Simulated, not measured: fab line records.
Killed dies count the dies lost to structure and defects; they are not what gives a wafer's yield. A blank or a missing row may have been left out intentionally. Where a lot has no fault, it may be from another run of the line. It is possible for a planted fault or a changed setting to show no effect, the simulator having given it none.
Chamber matching | flow n5Finfet | N5_BEOL_M7_STRIP_19 on rieDiel-01: 4 sister chambers
The step strips in O2. 20 wafers are shown with their chamber, then 10 later ones without.

EACH WAFER AND ITS CHAMBER
wafer  | chamber | showerheadPlenumPTorr (Torr) | throttleValvePct (%) | drypumpMotorCurrentA (A)
L075.2 | 0       | 2.11                         | 17.02                | 6.0
L075.4 | 2       | 2.21                         | 16.80                | 5.9
L075.5 | 1       | 2.00                         | 16.90                | 5.8
L074.2 | 3       | 2.05                         | 16.39                | 6.2
L074.5 | 2       | 2.21                         | 16.81                | 5.9
L074.6 | 3       | 2.05                         | 16.40                | 6.2
L079.1 | 3       | 2.05                         | 16.41                | 6.2
L079.4 | 2       | 2.21                         | 16.82                | 5.9
L079.5 | 0       | 2.10                         | 17.01                | 6.0
L083.2 | 1       | 2.00                         | 16.91                | 5.8
L083.3 | 0       | 2.10                         | 17.04                | 6.0
L083.4 | 3       | 2.05                         | 16.39                | 6.2
L085.4 | 3       | 2.05                         | 16.40                | 6.3
L085.5 | 1       | 2.00                         | 16.91                | 5.8
L085.6 | 0       | 2.10                         | 17.02                | 6.0
L089.1 | 2       | 2.20                         | 16.87                | 5.9
L089.5 | 2       | 2.20                         | 16.84                | 5.9
L089.6 | 1       | 1.99                         | 16.95                | 5.8
L090.3 | 3       | 2.04                         | 16.43                | 6.3
L090.4 | 0       | 2.10                         | 17.05                | 6.1

SIGNATURES (means of the wafers above)
reading               | chamber 0 | chamber 1 | chamber 2 | chamber 3 | scatter within a chamber
showerheadPlenumPTorr | 2.1020    | 1.9975    | 2.2060    | 2.0483    | 0.00473
throttleValvePct      | 17.0280   | 16.9175   | 16.8280   | 16.4033   | 0.0206
drypumpMotorCurrentA  | 6.020     | 5.800     | 5.900     | 6.233     | 0.0365
Rule: for each reading, subtract the chamber's mean from the wafer's reading, divide by that reading's scatter and square the result; add these up over the readings and take the root, which gives the wafer's distance from the chamber. The wafer belongs to the nearest chamber; if the next one is less than 2 further off, it can't be placed. How the scatter is found: for the shown wafers, subtract from each reading the mean of its chamber, square and add these, divide the total by (wafers less chambers), then take the root.

WAFERS WHOSE CHAMBER IS MISSING
wafer  | showerheadPlenumPTorr (Torr) | throttleValvePct (%) | drypumpMotorCurrentA (A)
L090.5 | 2.04                         | 16.43                | 6.3
L093.3 | 2.20                         | 16.87                | 5.9
L093.4 | 1.99                         | 16.96                | 5.8
L093.6 | 1.99                         | 16.95                | 5.8
L094.1 | 2.09                         | 17.08                | 6.1
L094.2 | 2.04                         | 16.45                | 6.2
L094.5 | 2.04                         | 16.44                | 6.3
L096.2 | 2.04                         | 16.46                | 6.3
L096.3 | 1.99                         | 16.97                | 5.8
L096.6 | 1.99                         | 16.98                | 5.8

WHICH CHAMBER EACH ONE RAN IN
wafer  | from the rows above | in truth
L090.5 | 3                   | 3
L093.3 | 2                   | 2
L093.4 | 1                   | 1
L093.6 | 1                   | 1
L094.1 | 0                   | 0
L094.2 | 3                   | 3
L094.5 | 3                   | 3
L096.2 | 3                   | 3
L096.3 | 1                   | 1
L096.6 | 1                   | 1
Correctly placed: 10 of 10. Not placeable from these rows: 0. Wrongly placed: 0.
